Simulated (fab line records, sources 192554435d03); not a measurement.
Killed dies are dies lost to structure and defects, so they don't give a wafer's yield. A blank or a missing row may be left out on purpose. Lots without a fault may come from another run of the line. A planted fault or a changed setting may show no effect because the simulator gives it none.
fab line records | flow n5_finfet
record lots=5 wafers=15 last_day=18
route steps=1938 shown BEOL_M3@1001 BEOL_M4@1111 PASSIVATION@1936
lots that met no fault: from a run of the same line without faults
start_h: hours from the record's first day to the start of the lot's first wafer shown | wait_h: hours since the lot's step before | " the same as in the row above | L1.1+2: a row that stands for several wafers | - no value, or no start given | * or withheld: withheld | < > ~ a bound
route shown NAME@n: a module of which the file shows steps, and the number in the route of the first | usual: mean/standard deviation of fault-free wafers | same: alike in all rows | chamber/n: place in a boat | sites: the reading at each site | _std_site: their standard deviation | _edge_site: outer sites' mean less inner sites' | radius_mm: how far each site lies from the wafer's centre | mask NAME#n: copy n | behind: the tool/chamber that last shaped the wafer | hold: why the lot was held/for how many hours/how that ended | device: the transistor (n, p or np) that didn't switch | end of line: the same wafers' tests at the end of the route | a step without rows: its recipe alone | killed: dies lost to structure and defects at the first sort, not the wafer's yield | map: a wafer's dies, x killed, . not, _ none there
set.NAME: the setting as run; set.NAME@STEP: as run at that earlier step | model.NAME: the simulator's own value behind a step, which no gauge read
lots at some steps of the route; a table a step, a row a wafer
services: from which hour (start_h, from the record's first day; less than 0 if before it) a tool's chamber was out of use, for how many hours, and why
## steps
# step N5_BEOL_M3_ANNEAL_87
# recipe temp_c=400 time_s=240 ambient=vacuum
# usual heater_power_w=831/70
# same time_s=240
# columns lot.wafer tool chamber start_h wait_h heater_power_w
L670.1 pvd_sputter-01 - 180.36 0.0 838
L670.2 " - " " 743
L670.6 " - " " 926
L671.1 pvd_sputter-02 - 214.94 0.0 848
L671.3 " - " " 843
L671.5 " - " " 854
L677.2 pvd_sputter-01 - 232.10 0.0 728
L677.5 " - " " 742
L677.6 " - " " 938
L681.1 pvd_sputter-02 - 247.72 0.0 836
L681.2 " - " " 783
L681.5 " - " " 830
L686.1 pvd_sputter-03 - 295.45 0.0 923
L686.3 " - " " 740
L686.6 " - " " 871
# step N5_BEOL_M3_SPUTTER_88
# recipe material=Cu target_thk_a=45 temp_c=-20 chamber_pressure_pa=0.07 power_w=withheld time_s=8.29
# step N5_BEOL_M3_ANNEAL_89
# recipe temp_c=400 time_s=240 ambient=vacuum
# step N5_BEOL_M3_SPUTTER_90
# recipe material=Cu target_thk_a=45 temp_c=-20 chamber_pressure_pa=0.07 power_w=withheld time_s=8.29
# step N5_BEOL_M3_ANNEAL_91
# recipe temp_c=400 time_s=240 ambient=vacuum
# step N5_BEOL_M3_SPUTTER_92
# recipe material=Cu target_thk_a=45 temp_c=-20 chamber_pressure_pa=0.07 power_w=withheld time_s=8.29
# usual chuck_gas_flow_sccm=1.27/0.051 throttle_valve_pct=29.9/1.1
# same time_s=8.29
# columns lot.wafer tool chamber start_h wait_h chuck_gas_flow_sccm throttle_valve_pct
L670.1 pvd_sputter-01 - 180.94 0.1 1.21 29.7
L670.2 " - " " 1.31 30.7
L670.6 " - " " 1.29 28.6
L671.1 pvd_sputter-02 - 215.52 0.1 1.33 30.0
L671.3 " - " " 1.29 30.8
L671.5 " - " " 1.15 27.1
L677.2 pvd_sputter-01 - 232.68 0.1 1.23 31.1
L677.5 " - " " 1.20 30.3
L677.6 " - " " 1.20 30.2
L681.1 pvd_sputter-02 - 248.30 0.1 1.27 27.0
L681.2 " - " " 1.25 30.0
L681.5 " - " " 1.25 30.8
L686.1 pvd_sputter-03 - 296.03 0.1 1.25 29.0
L686.3 " - " " 1.33 29.7
L686.6 " - " " 1.24 30.8
# step N5_BEOL_M3_ANNEAL_93
# recipe temp_c=400 time_s=240 ambient=vacuum
# step N5_BEOL_M3_SPUTTER_94
# recipe material=Cu target_thk_a=45 temp_c=-20 chamber_pressure_pa=0.07 power_w=withheld time_s=8.29
# step N5_BEOL_M3_ANNEAL_95
# recipe temp_c=400 time_s=240 ambient=vacuum
# usual heater_power_w=832/71
# same time_s=240
# columns lot.wafer tool chamber start_h wait_h heater_power_w
L670.1 pvd_sputter-01 - 181.24 0.0 825
L670.2 " - " " 729
L670.6 " - " " 923
L671.1 pvd_sputter-02 - 215.82 0.0 849
L671.3 " - " " 837
L671.5 " - " " 843
L677.2 pvd_sputter-01 - 232.98 0.0 725
L677.5 " - " " 727
L677.6 " - " " 923
L681.1 pvd_sputter-02 - 248.60 0.0 851
L681.2 " - " " 785
L681.5 " - " " 831
L686.1 pvd_sputter-03 - 296.33 0.0 912
L686.3 " - " " 746
L686.6 " - " " 890
# step N5_BEOL_M3_SPUTTER_96
# recipe material=Cu target_thk_a=45 temp_c=-20 chamber_pressure_pa=0.07 power_w=withheld time_s=8.29
# usual chuck_gas_flow_sccm=1.27/0.057 throttle_valve_pct=29.8/1.1
# same time_s=8.29
# columns lot.wafer tool chamber start_h wait_h chuck_gas_flow_sccm throttle_valve_pct
L670.1 pvd_sputter-01 - 181.38 0.1 1.24 29.7
L670.2 " - " " 1.29 30.7
L670.6 " - " " 1.24 28.9
L671.1 pvd_sputter-02 - 215.96 0.1 1.37 30.2
L671.3 " - " " 1.27 30.7
L671.5 " - " " 1.43 27.5
L677.2 pvd_sputter-01 - 233.12 0.1 1.25 30.6
L677.5 " - " " 1.26 30.8
L677.6 " - " " 1.24 30.8
L681.1 pvd_sputter-02 - 248.74 0.1 1.28 27.2
L681.2 " - " " 1.22 29.8
L681.5 " - " " 1.31 30.7
L686.1 pvd_sputter-03 - 296.47 0.1 1.33 29.2
L686.3 " - " " 1.30 29.6
L686.6 " - " " 1.21 30.6
# step N5_BEOL_M3_ECD_50
# recipe material=Cu target_thk_a=3000
# step N5_BEOL_M3_ANNEAL_51
# recipe temp_c=225 time_s=90 ambient=N2
# usual wafer_temp_C_max=225.92/0.25
# same time_s=90
# columns lot.wafer tool chamber start_h wait_h wafer_temp_C_max
L670.1 rtp_anneal-02 0 181.60 0.1 226.06
L670.2 " 0 " " 225.92
L670.6 " 0 " " 226.30
L671.1 rtp_anneal-02 0 216.15 0.1 225.97
L671.3 " 0 " " 225.85
L671.5 " 0 " " 226.22
L677.2 rtp_anneal-02 0 233.40 0.2 225.50
L677.5 " 0 " " 226.21
L677.6 " 0 " " 225.78
L681.1 rtp_anneal-02 0 248.93 0.1 225.93
L681.2 " 0 " " 225.78
L681.5 " 0 " " 225.90
L686.1 rtp_anneal-02 0 296.73 0.1 226.43
L686.3 " 0 " " 226.35
L686.6 " 0 " " 226.15
# step N5_BEOL_M3_CMP_52
# recipe stop_on=SiOC t_overpolish_s=6.8 down_force_psi=1 platen_rpm=50 clearing_platen_down_force_psi=1.5 clearing_platen_rpm=50 post_cmp_clean=cu_alkaline target_thk_nm=40 clearing_platen_pad_velocity_m_s=0.99484 pad_velocity_m_s=0.99484
# usual barrier_field_endpoint_s=24.4/0.55 motor_current_A=6.2/0.44 overpolish_run_s=6.801/0.0092 time_to_endpoint_s=60/3.1
# columns lot.wafer tool chamber start_h wait_h barrier_field_endpoint_s motor_current_A overpolish_run_s time_to_endpoint_s model.SiOC_of_BEOL_M3_ILD_DEP_00.thk_nm
L670.2 cmp-01 2 181.89 0.2 23.9 6.5 6.802 59 75
L670.1 " 3 " " 24.7 6.1 6.802 62 76.2
L670.6 " 2 " " 24.3 6.7 6.793 59 76.8
L671.3 cmp-04 3 216.47 0.2 23.5 5.6 6.806 60 75.8
L671.1 " 2 " " 24.7 5.6 6.801 58 74.6
L671.5 " 0 " " 24.0 6.0 6.804 64 75
L677.2 cmp-04 2 234.07 0.6 41.3 5.2 0.044 81 76.2
L677.6 " 0 " " 41.3 6.3 0.039 81 78.2
L677.5 " 1 " " 41.3 6.9 0.035 82 78
L681.1 cmp-03 3 250.75 1.8 25.0 6.6 6.792 64 76.2
L681.2 " 1 " " 23.9 6.6 6.808 61 76.2
L681.5 " 2 " " 24.0 6.3 6.804 62 78.2
L686.3 cmp-03 0 297.03 0.2 24.2 6.0 6.802 55 77
L686.1 " 3 " " 23.9 6.3 6.788 56 75.4
L686.6 " 1 " " 24.1 6.2 6.815 56 78
# step N5_BEOL_M3_THK_MEAS_53
# recipe thk_meas_gauge=xrf reads=Cu_of_BEOL_M3_ECD_50
# usual M3_THK=39.9/1.5
# columns lot.wafer tool chamber start_h wait_h M3_THK[nm]
L670.1 film_metro-02 - 182.19 - 39.8
L670.2 " - " " 38.3
L670.6 " - " " 39.7
L671.1 film_metro-02 - 216.76 - 36.8
L671.3 " - " " 39.0
L671.5 " - " " 38.3
L677.2 film_metro-01 - 234.29 - 155.4
L677.5 " - " " 147.5
L677.6 " - " " 145.2
L681.1 film_metro-02 - 251.01 - 41.9
L681.2 " - " " 40.8
L681.5 " - " " 42.0
L686.1 film_metro-02 - 297.32 - 39.5
L686.3 " - " " 40.3
L686.6 " - " " 40.9
# step N5_BEOL_M3_PRE_CLEAN_60
# recipe gas=NH3/H2 time_s=15 temp_c=* rf_power_w=300
# step N5_BEOL_M3_CO_CAP_55
# recipe material=Co target_thk_a=20 temp_c=200 precursor=CCTBA/H2 pressure_torr=30 time_s=102.1
# step N5_BEOL_M3_PRE_CLEAN_56
# recipe gas=NH3 time_s=15 temp_c=withheld rf_power_w=300
# step N5_BEOL_M3_DEP_57
# recipe material=SiCN target_thk_a=80 temp_c=withheld precursor=3MS/NH3 pressure_torr=3 rf_w=202 time_s=14
# step N5_BEOL_M3_INSPECT_59
# recipe inspect_instrument=darkfield mode=post_dep
# usual raw_defect_count=70/23
# columns lot.wafer tool chamber start_h wait_h raw_defect_count
L670.1 defect_inspect-01 - 182.47 0.0 92
L670.2 " - " " 60
L670.6 " - " " 115
L671.1 defect_inspect-02 - 217.05 0.0 59
L671.3 " - " " 59
L671.5 " - " " 66
L677.2 defect_inspect-02 - 234.57 0.0 5094
L677.5 " - " " 5017
L677.6 " - " " 5000
L681.1 defect_inspect-02 - 251.29 0.0 66
L681.2 " - " " 77
L681.5 " - " " 56
L686.1 defect_inspect-02 - 297.61 0.0 76
L686.3 " - " " 76
L686.6 " - " " 56
# step N5_BEOL_M4_RC_MEAS_101
# usual DIBL_N=36.0/1.3 DIBL_P=36.2/1.7 IOFF_N=0.155/0.024 IOFF_P=0.21/0.034 ION_N=674/9 ION_P=463/7.1 SS_N=71.4/0.5 SS_P=73.4/0.57 VT_N=250.0/2.8 VT_P=-251/3.2
# columns lot.wafer tool chamber start_h wait_h DIBL_N[mV/V] DIBL_P[mV/V] IOFF_N[nA/um] IOFF_P[nA/um] ION_N[uA/um] ION_P[uA/um] SS_N[mV/dec] SS_P[mV/dec] VT_N[mV] VT_P[mV]
L670.1 prober-01 0 210.79 0.0 36.7 36.9 0.152 0.21 668 462 71.1 73.7 251.2 -252
L670.2 " 0 " " 36.1 36.2 0.143 0.20 675 464 70.9 73.5 251.1 -254
L670.6 " 0 " " 35.3 34.5 0.120 0.17 660 459 70.6 73.1 253.2 -255
L671.1 prober-01 0 244.50 0.1 36.3 36.1 0.143 0.19 666 460 71.5 73.3 250.3 -254
L671.3 " 0 " " 37.0 37.7 0.161 0.20 674 454 71.7 73.4 250.0 -253
L671.5 " 0 " " 38.0 38.4 0.176 0.22 674 457 72.0 73.9 248.4 -253
L681.1 prober-01 0 288.85 0.0 36.2 37.8 0.182 0.23 677 467 71.6 73.9 246.0 -248
L681.2 " 0 " " 35.2 36.5 0.162 0.20 680 465 71.0 73.4 251.5 -250
L681.5 " 0 " " 34.4 35.4 0.144 0.19 671 469 71.4 73.6 250.3 -252
L686.1 prober-02 0 319.29 0.0 37.3 37.1 0.169 0.23 672 459 71.8 74.4 251.9 -253
L686.3 " 0 " " 35.7 34.6 0.131 0.18 661 455 71.0 73.5 254.8 -254
L686.6 " 0 " " 36.5 36.2 0.151 0.21 664 458 71.8 73.7 250.4 -250
# step N5_PASSIVATION_PROBE_49
# usual defect_limited_yield=90.8/1.7 killed_at_M0_to_M3=37/12 killed_at_M4_up=15/5.6 killed_at_contacts=13/6.9 killed_at_front_end=40/11 killed_at_other=4/3.2 killed_dies=109/20 killed_on_rim=14/4.3 killed_open=73/15 killed_short=35/8.3 sort_bin_5_function=5.4/1.1 sort_bin_6_memory=3.5/0.73 sort_n_pass=1071/20 sort_yield_pct=90.8/1.7
# same gross_dies=1180 killed_at_back_side=0 sort_bin_4_leakage[%]=0 sort_bin_8_speed[%]=0
# columns lot.wafer tool chamber start_h wait_h defect_limited_yield[%] killed_at_M0_to_M3 killed_at_M4_up killed_at_contacts killed_at_front_end killed_at_other killed_dies killed_on_rim killed_open killed_short sort_bin_5_function[%] sort_bin_6_memory[%] sort_n_pass sort_yield_pct[%]
L670.1 prober-01 - 307.34 0.0 91.0 26 19 14 45 2 106 16 71 35 4.7 4.1 1074 91.0
L670.2 prober-01 - 307.39 0.1 89.2 28 19 21 55 4 127 20 92 32 6.7 3.8 1053 89.2
L670.6 prober-01 - 307.59 0.3 89.3 42 13 12 59 0 126 14 92 33 6.6 3.6 1054 89.3
L671.1 prober-01 - 341.66 0.0 90.3 40 27 21 24 3 115 15 74 41 5.4 4.1 1065 90.3
L671.3 prober-01 - 341.76 0.1 90.4 42 17 16 31 7 113 9 80 33 5.6 3.8 1067 90.4
L671.5 prober-01 - 341.86 0.2 89.6 50 26 7 36 4 123 20 68 52 6.0 4.1 1057 89.6
L677.2 prober-01 - 377.47 0.1 0 1058 17 20 70 15 1180 152 107 78 9.1 5.9 0 0
L677.5 prober-01 - 377.62 0.2 0 1075 14 26 51 14 1180 152 93 40 6.9 4.2 0 0
L677.6 prober-01 - 377.67 0.3 0 1086 14 28 44 8 1180 152 77 43 5.5 4.3 0 0
L681.1 prober-02 - 406.93 0.3 90.9 43 16 13 31 4 107 17 74 33 5.3 3.2 1073 90.9
L681.2 prober-02 - 406.98 0.3 91.3 43 6 13 32 9 103 11 65 35 4.8 3.2 1077 91.3
L681.5 prober-02 - 407.13 0.5 91.8 32 18 12 31 4 97 15 66 30 4.9 3.0 1083 91.8
L686.1 prober-01 - 425.88 0.0 90.7 38 16 21 35 0 110 23 64 45 5.3 3.3 1070 90.7
L686.3 prober-01 - 425.98 0.1 92.7 33 6 11 35 1 86 11 56 30 4.2 2.6 1094 92.7
L686.6 prober-01 - 426.13 0.3 89.9 42 10 26 28 13 119 14 77 40 5.9 3.8 1061 89.9
# killed by level:class
L670.1 FIN_SAQP:geometric_particle:open=14 MOL_CONTACT_COAG:geometric_particle:open=11 DUMMY_GATE:geometric_particle:open=9 BEOL_M2:geometric_particle:open=7 BEOL_M4:geometric_particle:open=7 FIN_SAQP:geometric_particle:short=6 BEOL_M0_SAQP:geometric_particle:short=6 STI_FIN_REVEAL:geometric_particle:short=4
L670.2 MOL_CONTACT_COAG:geometric_particle:open=15 STI_FIN_REVEAL:geometric_particle:open=14 FIN_SAQP:geometric_particle:open=12 DUMMY_GATE:geometric_particle:open=8 BEOL_M0_SAQP:geometric_particle:open=8 MOL_CONTACT_COAG:geometric_particle:short=6 BEOL_M2:geometric_particle:open=6 BEOL_M4:geometric_particle:open=6
L670.6 FIN_SAQP:geometric_particle:open=13 BEOL_M0_SAQP:geometric_particle:short=13 BEOL_M0_SAQP:geometric_particle:open=11 MOL_CONTACT_COAG:geometric_particle:open=10 DUMMY_GATE:geometric_particle:open=9 FIN_SAQP:geometric_particle:short=8 STI_FIN_REVEAL:geometric_particle:open=8 ILD0:geometric_particle:open=6
L671.1 MOL_CONTACT_COAG:geometric_particle:open=16 BEOL_M4:geometric_particle:open=11 BEOL_M3:geometric_particle:open=10 BEOL_M0_SAQP:geometric_particle:short=10 FIN_SAQP:geometric_particle:open=5 BEOL_M1:geometric_particle:open=5 MOL_CONTACT_COAG:geometric_particle:short=5 FIN_SAQP:geometric_particle:short=4
L671.3 BEOL_M1:geometric_particle:open=13 MOL_CONTACT_COAG:geometric_particle:open=11 DUMMY_GATE:geometric_particle:open=9 BEOL_M0_SAQP:geometric_particle:open=7 BEOL_M3:geometric_particle:open=7 BEOL_M4:geometric_particle:open=7 MOL_CONTACT_COAG:geometric_particle:short=5 BEOL_M0_SAQP:geometric_particle:short=5
L671.5 STI_FIN_REVEAL:geometric_particle:open=11 BEOL_M0_SAQP:geometric_particle:short=11 BEOL_M4:geometric_particle:open=11 STARTING-WAFER:geometric_particle:short=9 BEOL_M2:geometric_particle:short=8 BEOL_M1:geometric_particle:open=7 BEOL_M0_SAQP:geometric_particle:open=6 MOL_CONTACT_COAG:geometric_particle:open=6
L677.2 BEOL_M3:area_cmp=994 BEOL_M0_SAQP:geometric_particle:short=24 BEOL_M0_SAQP:geometric_particle:open=21 MOL_CONTACT_COAG:geometric_particle:open=18 FIN_SAQP:geometric_particle:short=16 STI_FIN_REVEAL:geometric_particle:open=16 FIN_SAQP:geometric_particle:open=7 BEOL_M4:geometric_particle:open=7
L677.5 BEOL_M3:area_cmp=1046 MOL_CONTACT_COAG:geometric_particle:open=21 FIN_SAQP:geometric_particle:open=12 STI_FIN_REVEAL:geometric_particle:open=11 FIN_SAQP:geometric_particle:short=9 BEOL_M0_SAQP:geometric_particle:open=9 BEOL_M0_SAQP:geometric_particle:short=8 MOL_CONTACT_COAG:geometric_particle:short=5
L677.6 BEOL_M3:area_cmp=1060 MOL_CONTACT_COAG:geometric_particle:open=23 STI_FIN_REVEAL:geometric_particle:open=13 FIN_SAQP:geometric_particle:open=8 BEOL_M0_SAQP:geometric_particle:short=8 FIN_SAQP:geometric_particle:short=7 MOL_CONTACT_COAG:geometric_particle:short=5 BEOL_M2:geometric_particle:open=5
L681.1 BEOL_M0_SAQP:geometric_particle:short=14 MOL_CONTACT_COAG:geometric_particle:open=10 STI_FIN_REVEAL:geometric_particle:open=9 BEOL_M3:geometric_particle:open=9 BEOL_M0_SAQP:geometric_particle:open=8 BEOL_M2:geometric_particle:open=8 BEOL_M5:geometric_particle:open=5 FIN_SAQP:geometric_particle:open=4
L681.2 BEOL_M0_SAQP:geometric_particle:open=18 MOL_CONTACT_COAG:geometric_particle:open=12 BEOL_M0_SAQP:geometric_particle:short=10 FIN_SAQP:geometric_particle:open=7 FIN_SAQP:geometric_particle:short=7 BEOL_M3:geometric_particle:open=5 PAD_METAL:geometric_particle:open=5 PAD_METAL:geometric_particle:short=4
L681.5 STI_FIN_REVEAL:geometric_particle:open=10 MOL_CONTACT_COAG:geometric_particle:open=10 BEOL_M0_SAQP:geometric_particle:short=9 BEOL_M0_SAQP:geometric_particle:open=9 FIN_SAQP:geometric_particle:short=5 BEOL_M3:geometric_particle:open=5 BEOL_M3:geometric_particle:short=4 BEOL_M7:geometric_particle:open=4
L686.1 MOL_CONTACT_COAG:geometric_particle:open=16 BEOL_M1:geometric_particle:open=8 BEOL_M2:geometric_particle:short=8 BEOL_M0_SAQP:geometric_particle:short=7 STARTING-WAFER:geometric_particle:short=7 STI_FIN_REVEAL:geometric_particle:open=6 BEOL_M3:geometric_particle:open=6 FIN_SAQP:geometric_particle:short=5
L686.3 MOL_CONTACT_COAG:geometric_particle:open=10 FIN_SAQP:geometric_particle:short=9 BEOL_M0_SAQP:geometric_particle:open=9 FIN_SAQP:geometric_particle:open=7 BEOL_M2:geometric_particle:short=6 BEOL_M3:geometric_particle:open=6 BEOL_M2:geometric_particle:open=5 STARTING-WAFER:geometric_particle:short=4
L686.6 MOL_CONTACT_COAG:geometric_particle:open=18 BEOL_M2:geometric_particle:open=17 FIN_SAQP:geometric_particle:short=9 MOL_CONTACT_COAG:geometric_particle:short=8 FIN_SAQP:geometric_particle:open=6 BEOL_M2:geometric_particle:short=6 BEOL_M0_SAQP:geometric_particle:short=5 BEOL_M3:geometric_particle:open=5
# map L677.2 (x killed, . not)
_________________xxxxxxxxxxxx________________
______________xxxxxxxxxxxxxxxxxx_____________
___________xxxxxxxxxxxxxxxxxxxxxxxx__________
__________xxxxxxxxxxxxxxxxxxxxxxxxxx_________
________xxxxxxxxxxxxxxxxxxxxxxxxxxxxxx_______
_______xxxxxxxxxxxxxxxxxxxxxxxxxxxxxxxx______
______xxxxxxxxxxxxxxxxxxxxxxxxxxxxxxxxxx_____
_____xxxxxxxxxxxxxxxxxxxxxxxxxxxxxxxxxxxx____
____xxxxxxxxxxxxxxxxxxxxxxxxxxxxxxxxxxxxxx___
___xxxxxxxxxxxxxxxxxxxxxxxxxxxxxxxxxxxxxxxx__
___xxxxxxxxxxxxxxxxxxxxxxxxxxxxxxxxxxxxxxxx__
__xxxxxxxxxxxxxxxxxxxxxxxxxxxxxxxxxxxxxxxxxx_
__xxxxxxxxxxxxxxxxxxxxxxxxxxxxxxxxxxxxxxxxxx_
_xxxxxxxxxxxxxxxxxxxxxxxxxxxxxxxxxxxxxxxxxxxx
_xxxxxxxxxxxxxxxxxxxxxxxxxxxxxxxxxxxxxxxxxxxx
_xxxxxxxxxxxxxxxxxxxxxxxxxxxxxxxxxxxxxxxxxxxx
_xxxxxxxxxxxxxxxxxxxxxxxxxxxxxxxxxxxxxxxxxxxx
_xxxxxxxxxxxxxxxxxxxxxxxxxxxxxxxxxxxxxxxxxxxx
_xxxxxxxxxxxxxxxxxxxxxxxxxxxxxxxxxxxxxxxxxxxx
_xxxxxxxxxxxxxxxxxxxxxxxxxxxxxxxxxxxxxxxxxxxx
_xxxxxxxxxxxxxxxxxxxxxxxxxxxxxxxxxxxxxxxxxxxx
__xxxxxxxxxxxxxxxxxxxxxxxxxxxxxxxxxxxxxxxxxx_
__xxxxxxxxxxxxxxxxxxxxxxxxxxxxxxxxxxxxxxxxxx_
___xxxxxxxxxxxxxxxxxxxxxxxxxxxxxxxxxxxxxxxx__
___xxxxxxxxxxxxxxxxxxxxxxxxxxxxxxxxxxxxxxxx__
____xxxxxxxxxxxxxxxxxxxxxxxxxxxxxxxxxxxxxx___
_____xxxxxxxxxxxxxxxxxxxxxxxxxxxxxxxxxxxx____
______xxxxxxxxxxxxxxxxxxxxxxxxxxxxxxxxxx_____
_______xxxxxxxxxxxxxxxxxxxxxxxxxxxxxxxx______
________xxxxxxxxxxxxxxxxxxxxxxxxxxxxxx_______
__________xxxxxxxxxxxxxxxxxxxxxxxxxx_________
___________xxxxxxxxxxxxxxxxxxxxxxxx__________
______________xxxxxxxxxxxxxxxxxx_____________
_________________xxxxxxxxxxxx________________
# map L671.5 (x killed, . not)
_________________............________________
______________.......x....x....._____________
___________.......x...............x__________
__________.........................._________
________..........x..................._______
_______.....xx.x...................x..x______
______x................................._____
_____......xx....x.x...x..x..............____
____.x..x.....x..........x................___
___......xxx....x.........................x__
___.......x.......................x.xxx....__
__...x............xx.....x.................._
__.............x....................xx.x.xx._
_x.x.........x......................x........
_........x................x...x...x....x.x...
_..............x.................x.......x...
_.x...............x....x....x....x...........
_.................x.........................x
_xx..................................x.......
_.x....................x.....................
_.........xx.......x........x.........x......
__...x..........xx......x.................x._
__.................x...............xx....x.._
___......x......................x..........__
___....x..x......x.......................x.__
____...x.x..................x....x.x.x....___
_____.x......x..xx...............x.......____
______....x.....xx..x......x...........x_____
_______x.................x.............______
________...x.x..x..................x.._______
__________..x...x.............x...x._________
___________..x.....x.x...x..x....x.__________
______________...x...........x.._____________
_________________...x...x....________________
## services
# columns tool chamber start_h hours kind
cmp-03 - 189.93 0.7 repair
cmp-04 - 196.76 2.9 repair
cmp-03 - 230.10 4.0 pm
cmp-03 - 234.10 - consumable_replace:conditioner
cmp-03 - 234.10 - consumable_replace:pad
cmp-01 - 239.63 12.3 repair
cmp-03 - 246.85 3.4 repair
cmp-04 - 247.41 4.0 pm
cmp-04 - 251.41 - consumable_replace:conditioner
cmp-04 - 251.41 - consumable_replace:pad
cmp-03 - 262.37 2.5 repair
cmp-01 - 288.63 2.4 repair
## key
first_sign step=N5_BEOL_M3_CMP_52 reading=overpolish_run_s direction=down sigmas=99+ usual=6.801 struck=0.039
effect step=N5_BEOL_M3_CMP_52 reading=barrier_field_endpoint_s direction=up sigmas=31 usual=24.4 struck=41.3
effect step=N5_BEOL_M3_THK_MEAS_53 reading=M3_THK direction=up sigmas=73 usual=39.9 struck=149.3
effect step=N5_BEOL_M3_INSPECT_59 reading=raw_defect_count direction=up sigmas=99+ usual=70 struck=5037
effect step=N5_PASSIVATION_PROBE_49 reading=killed_at_M0_to_M3 direction=up sigmas=86 usual=37 struck=1073
model_effect step=N5_BEOL_M3_CMP_52 value=SiOC_of_BEOL_M3_ILD_DEP_00.thk_nm without=75.93 struck=77.47
more_kills_born_at N5_BEOL_M3_CMP_52@cmp-04=3100
met_at N5_BEOL_M3_CMP_52
struck_wafers L677.2,L677.5,L677.6
later_rows_left_out L677.2,L677.5,L677.6
onset_between 216.47 234.07
fault kind=process_parameter_drift tool=cmp-04 chamber=- onset_h=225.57 steps=N5_BEOL_M3_CMP_52 channel=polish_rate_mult offset=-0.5 shape=step
# later_rows_left_out: the simulator's readings of these wafers behind a module that went badly wrong aren't trusted and aren't shown, but for the sort
